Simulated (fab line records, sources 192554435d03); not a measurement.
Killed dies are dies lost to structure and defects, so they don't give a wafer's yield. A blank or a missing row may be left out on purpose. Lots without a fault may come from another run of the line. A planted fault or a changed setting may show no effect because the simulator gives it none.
fab line records | flow n5_finfet
record lots=7 wafers=21
route steps=1938 shown HKMG_FIN@396 GATE_CUT@480 MOL_CONTACT_COAG@537 BEOL_M0_SAQP@643 BEOL_M1@751 BEOL_M2@881 BEOL_M3@938
start_h: hours from the record's first day to the start of the lot's first wafer shown | wait_h: hours since the lot's step before | " the same as in the row above | L1.1+2: a row that stands for several wafers | - no value, or no start given | * or withheld: withheld | < > ~ a bound
route shown NAME@n: a module of which the file shows steps, and the number in the route of the first | usual: mean/standard deviation of fault-free wafers | same: alike in all rows | chamber/n: place in a boat | sites: the reading at each site | _std_site: their standard deviation | _edge_site: outer sites' mean less inner sites' | radius_mm: how far each site lies from the wafer's centre | mask NAME#n: copy n | behind: the tool/chamber that last shaped the wafer | hold: why the lot was held/for how many hours/how that ended | device: the transistor (n, p or np) that didn't switch | end of line: the same wafers' tests at the end of the route | a step without rows: its recipe alone | killed: dies lost to structure and defects at the first sort, not the wafer's yield | map: a wafer's dies, x killed, . not, _ none there
set.NAME: the setting as run; set.NAME@STEP: as run at that earlier step | model.NAME: the simulator's own value behind a step, which no gauge read
lots whose settings were changed on purpose; a table a step, a row a wafer
## steps
# step N5_HKMG_FIN_PEB_47
# recipe peb_temp_c=withheld peb_time_s=60 resist=CAR-ArF
# columns lot.wafer tool chamber start_h wait_h set.peb_time_s
L079.1 litho_track-02 0 111.39 0.1 51.9
L079.2+3 " 0 " " 60
L080.3+4 litho_track-02 0 113.56 0.0 60
L080.6 " 0 " " 51.41
L081.1+4+6 litho_track-02 0 116.72 0.1 60
L082.2+3 litho_track-01 0 118.04 0.0 71.89
L082.4 " 0 " " 60
L088.3+4 litho_track-02 0 156.73 0.0 72.52
L088.6 " 0 " " 60
L096.1+5+6 litho_track-03 0 210.07 0.1 60
L097.4+5+6 litho_track-01 0 213.25 0.0 60
# step N5_HKMG_FIN_DEVELOP_48
# recipe develop_time_s=30 developer=TMAH resist=CAR-ArF rinse_liquid=diw dry=air_spin dev_temp_c=23
# step N5_HKMG_FIN_CD_MEAS_49
# recipe target_cd_nm=202 landing_energy_ev=500 detector=se_inlens polarity=opening
# usual cd_nm=202.0/0.51
# columns lot.wafer tool chamber start_h wait_h set.peb_time_s@HKMG_FIN_PEB_47 cd_nm
L079.1 cd_sem-02 0 111.46 - 51.9 197.1
L079.2 " 0 " " 60 202.4
L079.3 " 0 " " 60 201.3
L080.3 cd_sem-01 0 113.63 - 60 202.4
L080.4 " 0 " " 60 201.7
L080.6 " 0 " " 51.41 196.6
L081.1 cd_sem-03 0 116.79 - 60 201.7
L081.4 " 0 " " 60 202.3
L081.6 " 0 " " 60 202.4
L082.2 cd_sem-03 0 118.11 - 71.89 207.2
L082.3 " 0 " " 71.89 208.0
L082.4 " 0 " " 60 202.3
L088.3 cd_sem-03 0 156.79 - 72.52 208.0
L088.4 " 0 " " 72.52 206.9
L088.6 " 0 " " 60 201.6
L096.1 cd_sem-03 0 210.14 - 60 201.3
L096.5 " 0 " " 60 201.6
L096.6 " 0 " " 60 201.7
L097.4 cd_sem-01 0 213.32 - 60 202.3
L097.5 " 0 " " 60 201.3
L097.6 " 0 " " 60 201.7
# step N5_HKMG_FIN_DESCUM_53
# recipe chemistry=O2 time_s=7.9 source_power_w=50 bias_power_w=20 pressure_mtorr=20 rf_frequency_hz=2.712e+07 temp_c=40 resist=CAR-ArF o2_flow_sccm=225
# step N5_HKMG_FIN_ETCH_54
# recipe chemistry=CF4 target=SiARC target_depth_a=455 mask_material=CAR-ArF time_s=75.8 ion_energy_ev=80 pressure_mtorr=40 source_w=545 bias_w=36 Ar_flow_sccm=100 cf4_flow_sccm=100 ends=cleared
# columns lot.wafer tool chamber start_h wait_h set.peb_time_s@HKMG_FIN_PEB_47 model.HKMG_FIN.cd_offset_nm
L079.1 rie_diel-02 3 111.77 0.0 51.9 -5.2
L079.2 " 0 " " 60 0.6
L079.3 " 1 " " 60 -1
L080.3 rie_diel-01 1 113.95 0.0 60 0.6
L080.4 " 2 " " 60 -0.4
L080.6 " 2 " " 51.41 -5.6
L081.1 rie_diel-04 1 116.91 0.0 60 -0.2
L081.4 " 3 " " 60 0.2
L081.6 " 0 " " 60 0.4
L082.2+3 rie_diel-01 2,0 118.25 0.0 71.89 5.8
L082.4 " 1 " " 60 1.2
L088.3 rie_diel-04 1 157.02 0.0 72.52 5.8
L088.4 " 0 " " 72.52 5
L088.6 " 2 " " 60 -0.4
L096.1 rie_diel-01 2 210.26 0.0 60 -0.6
L096.5 " 3 " " 60 -0.2
L096.6 " 0 " " 60 0
L097.4 rie_diel-01 3 213.44 0.0 60 -0.2
L097.5 " 3 " " 60 -0.6
L097.6 " 2 " " 60 -0.4
# step N5_GATE_CUT_COAT_27
# recipe resist=underlayer temp_c=205 time_s=60 spin_rpm=1500 resist_thk_nm=10
# columns lot.wafer tool chamber start_h wait_h set.spin_rpm model.underlayer_of_GATE_CUT_COAT_27.thk_nm
L079.1 litho_track-04 0 - - 1500 10
L079.2+3 " 0 " " 1419 10.4
L080.3+6 litho_track-04 0 - - 1500 10
L080.4 " 0 " " 1553 9.8
L081.1+4+6 litho_track-05 0 - - 1500 10
L082.2+3 litho_track-01 0 - - 1347 10.6
L082.4 " 0 " " 1500 10
L088.3+4+6 litho_track-04 0 - - 1500 10
L096.1+5+6 litho_track-05 0 - - 1500 10
L097.4+5+6 litho_track-05 0 - - 1342 10.6
# step N5_GATE_CUT_DESCUM_18
# recipe chemistry=O2 time_s=7 source_power_w=50 bias_power_w=20 pressure_mtorr=20 rf_frequency_hz=2.712e+07 temp_c=40 resist=CAR-EUV o2_flow_sccm=225
# columns lot.wafer tool chamber start_h wait_h set.time_s model.CAR-EUV_of_GATE_CUT_COAT_07.thk_nm
L079.1 rie_diel-05 3 123.55 0.0 5.582 27
L079.2+3 " 2,0 " " 5.582 26.8
L080.3+6 rie_diel-03 1 126.38 0.3 6.474 26.4
L080.4 " 3 " " 7 26
L081.1 rie_diel-03 3 129.07 0.0 6.224 26.4
L081.4+6 " 3,1 " " 7 26
L082.2 rie_diel-03 1 129.89 0.0 7.849 25.6
L082.3+4 " 2 " " 7 26.2
L088.3+6 rie_diel-03 2,3 170.12 0.0 7 26
L088.4 " 1 " " 7 26.2
L096.1+5+6 rie_diel-05 1,3,2 221.97 0.0 7 26.2
L097.4+5 rie_diel-06 3,2 224.98 0.0 7 26.2
L097.6 " 1 " " 7 26
# step N5_GATE_CUT_ETCH_28
# recipe chemistry=N2/H2 target=underlayer target_depth_a=130 mask_material=CAR-EUV time_s=10.4 ion_energy_ev=200 pressure_mtorr=30 source_w=840 bias_w=150 n2_flow_sccm=200 h2_flow_sccm=200 ends=cleared
# columns lot.wafer tool chamber start_h wait_h set.spin_rpm@GATE_CUT_COAT_27 model.etch.depth_nm
L079.1 rie_diel-05 3 123.59 0.0 1500 10.01
L079.2 " 2 " " 1419 10.33
L079.3 " 0 " " 1419 10.31
L080.3 rie_diel-03 1 126.41 0.0 1500 10.04
L080.4 " 3 " " 1553 9.845
L080.6 " 1 " " 1500 10.03
L081.1+6 rie_diel-03 3,1 129.10 0.0 1500 9.981
L081.4 " 3 " " 1500 9.961
L082.2+3 rie_diel-03 1,2 129.93 0.0 1347 10.56
L082.4 " 2 " " 1500 10.01
L088.3 rie_diel-03 2 170.15 0.0 1500 10.03
L088.4 " 1 " " 1500 10.05
L088.6 " 3 " " 1500 10.02
L096.1 rie_diel-05 1 222.01 0.0 1500 10
L096.5+6 " 3,2 " " 1500 10.01
L097.4 rie_diel-06 3 225.02 0.0 1342 10.57
L097.5 " 2 " " 1342 10.55
L097.6 " 1 " " 1342 10.54
# step N5_MOL_CONTACT_COAG_ETCH_15
# recipe chemistry=CH3F/O2 target=SiNx target_depth_a=70 mask_material=SOC stop_on=Si:P over_etch_frac=0.75 ion_energy_ev=120 pressure_mtorr=30 source_w=395 bias_w=73 Ar_flow_sccm=150 CH3F_flow_sccm=30 O2_flow_sccm=20
# usual rf_vpp_V=298/4.2
# columns lot.wafer tool chamber start_h wait_h set.source_w rf_vpp_V
L079.1 rie_diel-02 3 127.69 0.0 395 299
L079.2 " 0 " " 395 298
L079.3 " 1 " " 395 298
L080.3 rie_diel-02 3 131.32 0.0 395 298
L080.4 " 2 " " 395 304
L080.6 " 1 " " 395 296
L081.1 rie_diel-04 1 133.46 0.0 395 290
L081.4 " 3 " " 327.8 322
L081.6 " 1 " " 395 292
L082.2 rie_diel-04 0 134.17 0.0 395 295
L082.3 " 1 " " 338.9 315
L082.4 " 3 " " 338.9 318
L088.3 rie_diel-01 0 174.35 0.0 395 306
L088.4 " 3 " " 395 294
L088.6 " 0 " " 395 306
L096.1 rie_diel-04 0 225.98 0.0 395 296
L096.5 " 0 " " 395 294
L096.6 " 3 " " 395 295
L097.4 rie_diel-04 1 229.29 0.0 365.8 303
L097.5 " 3 " " 395 293
L097.6 " 0 " " 395 296
# step N5_BEOL_M0_SAQP_COAT_08
# recipe resist=CAR-ArF spin_rpm=1500 resist_thk_nm=90
# columns lot.wafer tool chamber start_h wait_h set.spin_rpm model.CAR-ArF_of_BEOL_M0_SAQP_COAT_08.thk_nm
L079.1 litho_track-01 0 - - 1500 90.4
L079.2+3 " 0 " " 1500 90.2
L080.3 litho_track-03 0 - - 1500 90.2
L080.4 " 0 " " 1370 94.2
L080.6 " 0 " " 1370 94
L081.1 litho_track-04 0 - - 1500 90
L081.4 " 0 " " 1500 90.4
L081.6 " 0 " " 1354 95
L082.2+4 litho_track-01 0 - - 1500 90
L082.3 " 0 " " 1500 90.2
L088.3+4 litho_track-01 0 - - 1500 90.2
L088.6 " 0 " " 1500 90.4
L096.1+5 litho_track-04 0 - - 1500 90.4
L096.6 " 0 " " 1500 90.6
L097.4 litho_track-03 0 - - 1387 93.8
L097.5 " 0 " " 1500 90
L097.6 " 0 " " 1500 90.2
# step N5_BEOL_M0_SAQP_MANDREL_ETCH_20
# recipe target_depth_a=600 chemistry=HBr/Cl2 target=a-Si stop_on=SiNx bt_time_s=10 mask_material=SOC over_etch_frac=0.5 time_s=30 pressure_mtorr=10 icp_w=800 bias_w=75 HBr_flow_sccm=150 Cl2_flow_sccm=80 ends=end_point
# columns lot.wafer tool chamber start_h wait_h set.bias_w model.SOC_of_BEOL_M0_SAQP_COAT_81.thk_nm
L079.1 rie_si-04 1 147.83 0.0 70.11 76.6
L079.2 " 2 " " 75 75.4
L079.3 " 3 " " 75 76
L080.3 rie_si-04 0 150.37 0.0 80.44 75.2
L080.4 " 2 " " 75 75.4
L080.6 " 0 " " 75 76
L081.1 rie_si-03 0 156.10 0.0 75 76.6
L081.4 " 3 " " 86.66 74.6
L081.6 " 1 " " 75 76.2
L082.2 rie_si-03 1 156.39 0.0 75 75.8
L082.3 " 2 " " 62.96 77.4
L082.4 " 0 " " 75 76
L088.3 rie_si-04 1 195.84 0.0 75 76.4
L088.4 " 2 " " 75 76.2
L088.6 " 2 " " 64.73 77.2
L096.1 rie_si-04 0 248.85 0.0 75 76
L096.5 " 2 " " 75 75.6
L096.6 " 3 " " 75 76.4
L097.4 rie_si-03 1 249.41 0.0 75 76.2
L097.5 " 3 " " 81.38 75.2
L097.6 " 0 " " 75 76.4
# step N5_BEOL_M0_SAQP_STRIP_86
# recipe chemistry=N2/H2 power_w=500 temp_c=40 pressure_mtorr=50 rf_frequency_hz=6e+07 overash_fraction=0.3 bias_power_w=28 h2_frac=0.5 n2_flow_sccm=300 h2_flow_sccm=300
# columns lot.wafer tool chamber start_h wait_h set.h2_flow_sccm
L079.1+2 rie_diel-06 2,0 147.98 0.1 283.1
L079.3 " 3 " " 300
L080.3+4+6 rie_diel-06 2,3,2 150.47 0.1 300
L081.1 rie_diel-05 3 156.37 0.2 307.5
L081.4+6 " 2 " " 300
L082.2 rie_diel-05 2 156.51 0.1 290.9
L082.3+4 " 3,1 " " 300
L088.3+6 rie_diel-06 2 195.94 0.1 286.6
L088.4 " 1 " " 300
L096.1+5+6 rie_diel-03 1,3,2 248.95 0.1 300
L097.4+6 rie_diel-03 3,2 249.52 0.1 300
L097.5 " 1 " " 312.2
# step N5_BEOL_M0_SAQP_STRIP_115
# recipe chemistry=post_etch_residue_remover time_s=60 temp_c=25 remover_ph=withheld remover_water_wt_pct=withheld remover_fluoride_wt_pct=withheld
# columns lot.wafer tool chamber start_h wait_h set.bias_w@BEOL_M0_SAQP_MANDREL_ETCH_20 model.SiNx_of_BEOL_M0_SAQP_PECVD_97.thk_nm
L079.1 wet_bench-02 0 148.04 - 70.11 17.4
L079.2+3 " 6,1 " " 75 17.4
L080.3 wet_bench-01 2 150.54 - 80.44 17.2
L080.4 " 5 " " 75 17.8
L080.6 " 1 " " 75 17.6
L081.1 wet_bench-02 4 156.44 - 75 18
L081.4 " 5 " " 86.66 17.2
L081.6 " 3 " " 75 18.2
L082.2 wet_bench-01 1 156.58 - 75 17.6
L082.3 " 0 " " 62.96 18.4
L082.4 " 7 " " 75 18
L088.3 wet_bench-04 2 196.00 - 75 17.2
L088.4 " 3 " " 75 17.8
L088.6 " 6 " " 64.73 18.2
L096.1+5 wet_bench-04 1,5 249.02 - 75 17.6
L096.6 " 6 " " 75 17.8
L097.4 wet_bench-01 0 249.58 - 75 18
L097.5 " 7 " " 81.38 17.4
L097.6 " 5 " " 75 18.2
# step N5_BEOL_M1_ILD_DEP_00
# recipe material=SiOC target_thk_a=790 temp_c=350 precursor=DEMS/O2 pressure_torr=5 rf_w=500 time_s=15.3
# columns lot.wafer tool chamber start_h wait_h set.time_s model.SiOC_of_BEOL_M1_ILD_DEP_00.thk_nm
L079.1 pecvd-01 0 158.93 0.0 14.67 75.4
L079.2 " 1 " " 14.67 75
L079.3 " 2 " " 15.3 78.8
L080.3 pecvd-03 0 159.95 0.0 15.3 78
L080.4 " 0 " " 15.3 79.2
L080.6 " 1 " " 15.3 79
L081.1 pecvd-03 2 179.88 0.0 13.91 70.8
L081.4 " 1 " " 15.3 78.6
L081.6 " 0 " " 15.3 77.2
L082.2 pecvd-03 0 181.99 0.0 15.3 78.2
L082.3 " 2 " " 16.91 86.2
L082.4 " 1 " " 15.3 79
L088.3 pecvd-02 1 207.54 0.1 17.48 89.8
L088.4 " 0 " " 15.3 79.8
L088.6 " 0 " " 15.3 80
L097.4 pecvd-03 2 260.32 0.1 17.36 89
L097.5 " 1 " " 15.3 79.4
L097.6 " 0 " " 15.3 79.8
L096.1 pecvd-02 0 261.53 0.0 15.3 77
L096.5 " 2 " " 15.3 78.8
L096.6 " 1 " " 15.3 79.8
# step N5_BEOL_M1_THK_MEAS_01
# recipe reads=SiOC_of_BEOL_M1_ILD_DEP_00
# usual M1_ILD_THK=78.4/0.93
# columns lot.wafer tool chamber start_h wait_h set.time_s@BEOL_M1_ILD_DEP_00 M1_ILD_THK[nm]
L079.1 film_metro-02 - 159.00 0.0 14.67 75.5
L079.2 " - " " 14.67 75.0
L079.3 " - " " 15.3 78.8
L080.3 film_metro-01 - 160.02 0.1 15.3 77.9
L080.4 " - " " 15.3 79.2
L080.6 " - " " 15.3 79.1
L081.1 film_metro-01 - 179.95 0.0 13.91 71.0
L081.4 " - " " 15.3 78.6
L081.6 " - " " 15.3 77.1
L082.2 film_metro-01 - 182.06 0.1 15.3 78.2
L082.3 " - " " 16.91 86.2
L082.4 " - " " 15.3 78.9
L088.3 film_metro-02 - 207.61 0.1 17.48 89.9
L088.4 " - " " 15.3 79.8
L088.6 " - " " 15.3 80.0
L097.4 film_metro-01 - 260.38 0.0 17.36 89.0
L097.5 " - " " 15.3 79.4
L097.6 " - " " 15.3 79.7
L096.1 film_metro-01 - 261.59 0.0 15.3 77.1
L096.5 " - " " 15.3 78.7
L096.6 " - " " 15.3 79.8
# step N5_BEOL_M1_COAT_62
# recipe resist=SiARC temp_c=220 time_s=60 spin_rpm=1500 resist_thk_nm=12
# columns lot.wafer tool chamber start_h wait_h set.spin_rpm model.SiARC_of_BEOL_M1_COAT_62.thk_nm
L079.1+2+3 litho_track-02 0 - - 1500 12
L080.3+4 litho_track-03 0 - - 1500 12
L080.6 " 0 " " 1591 11.6
L081.1+4+6 litho_track-02 0 - - 1500 12
L082.2+3 litho_track-01 0 - - 1361 12.6
L082.4 " 0 " " 1500 12
L088.3+4 litho_track-01 0 - - 1500 12
L088.6 " 0 " " 1347 12.6
L097.4+5+6 litho_track-03 0 - - 1573 11.8
L096.1+5+6 litho_track-01 0 - - 1500 12
# step N5_BEOL_M1_COAT_73
# recipe resist=underlayer temp_c=205 time_s=60 spin_rpm=1500 resist_thk_nm=5
# step N5_BEOL_M1_COAT_05
# recipe resist=CAR-EUV spin_rpm=1500 resist_thk_nm=30
# step N5_BEOL_M1_DESCUM_16
# recipe chemistry=O2 time_s=7 source_power_w=50 bias_power_w=20 pressure_mtorr=20 rf_frequency_hz=2.712e+07 temp_c=40 resist=CAR-EUV o2_flow_sccm=225
# step N5_BEOL_M1_ETCH_74
# recipe chemistry=N2/H2 target=underlayer target_depth_a=65 mask_material=CAR-EUV time_s=5.2 ion_energy_ev=200 pressure_mtorr=30 source_w=840 bias_w=150 n2_flow_sccm=200 h2_flow_sccm=200 ends=cleared
# step N5_BEOL_M1_ETCH_63
# recipe chemistry=CF4 target=SiARC target_depth_a=156 mask_material=CAR-EUV time_s=26 ion_energy_ev=80 pressure_mtorr=40 source_w=545 bias_w=36 Ar_flow_sccm=100 cf4_flow_sccm=100 ends=cleared
# columns lot.wafer tool chamber start_h wait_h set.spin_rpm@BEOL_M1_COAT_62 model.etch.depth_nm model.CAR-EUV_of_BEOL_M1_COAT_05.thk_nm
L079.1 rie_diel-05 2 160.65 0.0 1500 12.02 11
L079.2 " 0 " " 1500 12 11.2
L079.3 " 3 " " 1500 11.99 11.2
L080.3 rie_diel-05 1 161.85 0.0 1500 11.98 11
L080.4 " 0 " " 1500 11.99 11.2
L080.6 " 2 " " 1591 11.65 11.4
L081.1 rie_diel-03 0 181.55 0.0 1500 11.98 11.2
L081.4+6 " 3,2 " " 1500 11.97 11.2
L082.2 rie_diel-05 2 184.28 0.0 1361 12.57 10.6
L082.3 " 3 " " 1361 12.55 10.8
L082.4 " 0 " " 1500 11.95 11.2
L088.3 rie_diel-03 1 210.84 0.0 1500 11.99 11.2
L088.4 " 2 " " 1500 12 11.2
L088.6 " 1 " " 1347 12.61 10.6
L097.4 rie_diel-06 0 261.99 0.0 1573 11.72 11.4
L097.5 " 0 " " 1573 11.7 11.4
L097.6 " 3 " " 1573 11.74 11.4
L096.1 rie_diel-05 1 262.60 0.0 1500 12.01 11.2
L096.5+6 " 1,0 " " 1500 11.99 11.2
# step N5_BEOL_M2_ETCH_69
# recipe chemistry=CF4 target=SiARC target_depth_a=156 mask_material=CAR-EUV time_s=26 ion_energy_ev=80 pressure_mtorr=40 source_w=545 bias_w=36 Ar_flow_sccm=100 cf4_flow_sccm=100 ends=cleared
# usual etch_rf_on_time_s=26.0/0.32 rf_vpp_V=184.5/1
# columns lot.wafer tool chamber start_h wait_h set.bias_w etch_rf_on_time_s rf_vpp_V
L079.1 rie_diel-01 1 172.81 0.0 36 26.1 184.0
L079.2 " 0 " " 34.12 26.4 178.4
L079.3 " 3 " " 36 26.1 183.2
L080.3 rie_diel-01 1 173.10 0.0 36 25.7 184.0
L080.4 " 2 " " 36 25.7 185.9
L080.6 " 3 " " 36 25.8 184.2
L082.2 rie_diel-01 2 196.87 0.0 32.83 26.4 175.6
L082.3 " 3 " " 36 25.7 182.9
L082.4 " 0 " " 32.83 26.3 175.2
L081.1 rie_diel-01 2 197.43 0.0 36 25.9 183.4
L081.4 " 1 " " 36 26.0 184.3
L081.6 " 2 " " 36 25.7 185.1
L088.3 rie_diel-04 2 226.61 0.0 29.86 27.2 163.5
L088.4 " 3 " " 29.86 27.1 162.2
L088.6 " 1 " " 36 25.8 183.6
L097.4 rie_diel-01 1 270.32 0.0 29.7 27.2 163.6
L097.5 " 3 " " 36 25.9 183.6
L097.6 " 2 " " 36 26.0 186.3
L096.1 rie_diel-02 1 273.92 0.0 36 26.2 182.9
L096.5 " 1 " " 36 26.2 183.2
L096.6 " 2 " " 36 26.2 184.1
# step N5_BEOL_M3_COAT_05
# recipe resist=CAR-EUV spin_rpm=1500 resist_thk_nm=30
# columns lot.wafer tool chamber start_h wait_h set.spin_rpm model.CAR-EUV_of_BEOL_M3_COAT_05.thk_nm
L079.1+2+3 litho_track-05 0 - - 1626 28.8
L080.3 litho_track-03 0 - - 1592 29.2
L080.4 " 0 " " 1500 30
L080.6 " 0 " " 1500 30.2
L082.2 litho_track-03 0 - - 1500 30
L082.3 " 0 " " 1361 31.6
L082.4 " 0 " " 1361 31.4
L081.1+4+6 litho_track-02 0 - - 1500 30
L088.3+6 litho_track-05 0 - - 1654 28.4
L088.4 " 0 " " 1500 29.8
L097.4+5 litho_track-02 0 - - 1643 28.6
L097.6 " 0 " " 1500 30
L096.1 litho_track-02 0 - - 1500 29.8
L096.5+6 " 0 " " 1500 30
# step N5_BEOL_M3_EBR_07
# recipe solvent=PGMEA ebr_width_mm=1.5
# step N5_BEOL_M3_SOFTBAKE_06
# recipe temp_c=110 time_s=60 resist=CAR-EUV
# step N5_BEOL_M3_DESCUM_16
# recipe chemistry=O2 time_s=7 source_power_w=50 bias_power_w=20 pressure_mtorr=20 rf_frequency_hz=2.712e+07 temp_c=40 resist=CAR-EUV o2_flow_sccm=225
# columns lot.wafer tool chamber start_h wait_h set.spin_rpm@BEOL_M3_COAT_05 model.CAR-EUV_of_BEOL_M3_COAT_05.thk_nm
L079.1+2 rie_diel-03 0,3 182.72 0.0 1626 24.8
L079.3 " 2 " " 1626 25
L080.3 rie_diel-03 2 187.51 0.1 1592 25.2
L080.4 " 0 " " 1500 26
L080.6 " 3 " " 1500 26.2
L082.2 rie_diel-03 1 205.00 0.0 1500 26
L082.3 " 0 " " 1361 27.6
L082.4 " 3 " " 1361 27.4
L081.1 rie_diel-03 1 206.59 0.2 1500 26.2
L081.4+6 " 0,2 " " 1500 26
L088.3+6 rie_diel-05 3,0 248.46 0.0 1654 24.6
L088.4 " 0 " " 1500 25.8
L097.4 rie_diel-03 2 295.41 0.0 1643 24.6
L097.5 " 1 " " 1643 24.8
L097.6 " 2 " " 1500 26
L096.1+5+6 rie_diel-03 3,1,2 298.65 0.0 1500 26
## key
split step=N5_HKMG_FIN_PEB_47 setting=peb_time_s stated=60 by=wafer
response step=N5_HKMG_FIN_CD_MEAS_49 reading=cd_nm change=+0.306 per=1% r=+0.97
response step=N5_HKMG_FIN_ETCH_54 reading=model.HKMG_FIN.cd_offset_nm change=+0.297 per=1% r=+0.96
split step=N5_GATE_CUT_COAT_27 setting=spin_rpm stated=1500 by=wafer
response step=N5_GATE_CUT_COAT_27 reading=model.underlayer_of_GATE_CUT_COAT_27.thk_nm change=-0.0617 per=1% r=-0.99
response step=N5_GATE_CUT_ETCH_28 reading=model.etch.depth_nm change=-0.0548 per=1% r=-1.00
split step=N5_GATE_CUT_DESCUM_18 setting=time_s stated=7 by=wafer
response step=N5_GATE_CUT_DESCUM_18 reading=model.CAR-EUV_of_GATE_CUT_COAT_07.thk_nm change=-0.0451 per=1% r=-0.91
split step=N5_MOL_CONTACT_COAG_ETCH_15 setting=source_w stated=395 by=wafer
response step=N5_MOL_CONTACT_COAG_ETCH_15 reading=rf_vpp_V change=-1.63 per=1% r=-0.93
split step=N5_BEOL_M0_SAQP_COAT_08 setting=spin_rpm stated=1500 by=wafer
response step=N5_BEOL_M0_SAQP_COAT_08 reading=model.CAR-ArF_of_BEOL_M0_SAQP_COAT_08.thk_nm change=-0.478 per=1% r=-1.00
split step=N5_BEOL_M0_SAQP_MANDREL_ETCH_20 setting=bias_w stated=75 by=wafer
response step=N5_BEOL_M0_SAQP_MANDREL_ETCH_20 reading=model.SOC_of_BEOL_M0_SAQP_COAT_81.thk_nm change=-0.0974 per=1% r=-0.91
response step=N5_BEOL_M0_SAQP_STRIP_115 reading=model.SiNx_of_BEOL_M0_SAQP_PECVD_97.thk_nm change=-0.0501 per=1% r=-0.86
split step=N5_BEOL_M0_SAQP_STRIP_86 setting=h2_flow_sccm stated=300 by=wafer
response none clear
split step=N5_BEOL_M1_ILD_DEP_00 setting=time_s stated=15.3 by=wafer
response step=N5_BEOL_M1_ILD_DEP_00 reading=model.SiOC_of_BEOL_M1_ILD_DEP_00.thk_nm change=+0.718 per=1% r=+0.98
response step=N5_BEOL_M1_THK_MEAS_01 reading=M1_ILD_THK change=+0.718 per=1% r=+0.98
split step=N5_BEOL_M1_COAT_62 setting=spin_rpm stated=1500 by=wafer
response step=N5_BEOL_M1_COAT_62 reading=model.SiARC_of_BEOL_M1_COAT_62.thk_nm change=-0.0622 per=1% r=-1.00
response step=N5_BEOL_M1_ETCH_63 reading=model.etch.depth_nm change=-0.0616 per=1% r=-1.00
response step=N5_BEOL_M1_ETCH_63 reading=model.CAR-EUV_of_BEOL_M1_COAT_05.thk_nm change=+0.0555 per=1% r=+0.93
split step=N5_BEOL_M2_ETCH_69 setting=bias_w stated=36 by=wafer
response step=N5_BEOL_M2_ETCH_69 reading=etch_rf_on_time_s change=* per=1% r=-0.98
response step=N5_BEOL_M2_ETCH_69 reading=rf_vpp_V change=+1.17 per=1% r=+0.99
split step=N5_BEOL_M3_COAT_05 setting=spin_rpm stated=1500 by=wafer
response step=N5_BEOL_M3_COAT_05 reading=model.CAR-EUV_of_BEOL_M3_COAT_05.thk_nm change=-0.147 per=1% r=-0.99
response step=N5_BEOL_M3_DESCUM_16 reading=model.CAR-EUV_of_BEOL_M3_COAT_05.thk_nm change=-0.138 per=1% r=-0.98
